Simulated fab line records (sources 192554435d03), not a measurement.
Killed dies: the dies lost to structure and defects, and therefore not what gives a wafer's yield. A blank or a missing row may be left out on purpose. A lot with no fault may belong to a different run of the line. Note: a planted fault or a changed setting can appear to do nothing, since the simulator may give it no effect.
Chamber matching | flow n5_finfet | N5_BEOL_M7_ETCH_65 on rie_diel-06: 4 sister chambers
The step etches SiARC in CF4, target depth 15.6 nm, time 26 s. 4 wafers are shown with their chamber, then 8 later ones without.

## WAFERS, EACH WITH ITS CHAMBER
wafer  | chamber | drypump_motor_current_A (A)
L085.2 | 2       | 6.4
L090.4 | 0       | 5.0
L090.5 | 1       | 5.9
L093.1 | 3       | 6.2

## WAFERS WHOSE CHAMBER IS MISSING
wafer  | drypump_motor_current_A (A)
L093.4 | 5.9
L093.5 | 6.4
L094.1 | 5.0
L094.2 | 6.4
L094.3 | 5.9
L095.2 | 6.1
L095.4 | 5.0
L095.6 | 5.9

## CHAMBER TAKEN BY EACH
wafer  | from the rows above | in truth
L093.4 | 1                   | 1
L093.5 | 2                   | 2
L094.1 | 0                   | 0
L094.2 | 2                   | 2
L094.3 | 1                   | 1
L095.2 | 3                   | 3
L095.4 | 0                   | 0
L095.6 | 1                   | 1
8 of 8 placed correctly. Number that these rows cannot place: 0. 0 placed wrongly.
How it was worked out, from the rows above alone: a wafer's distance from a chamber is the root of the sum, over the readings, of the square of ((its reading less the chamber's mean) divided by the reading's scatter). If the next closest chamber is less than 2 further off than the closest, the wafer can't be placed; otherwise it belongs to the closest. A chamber's mean is the mean of its shown wafers. The scatter (one wafer shown for each chamber): square how far every hidden wafer sits from the nearest shown wafer, average those squares and take the square root.
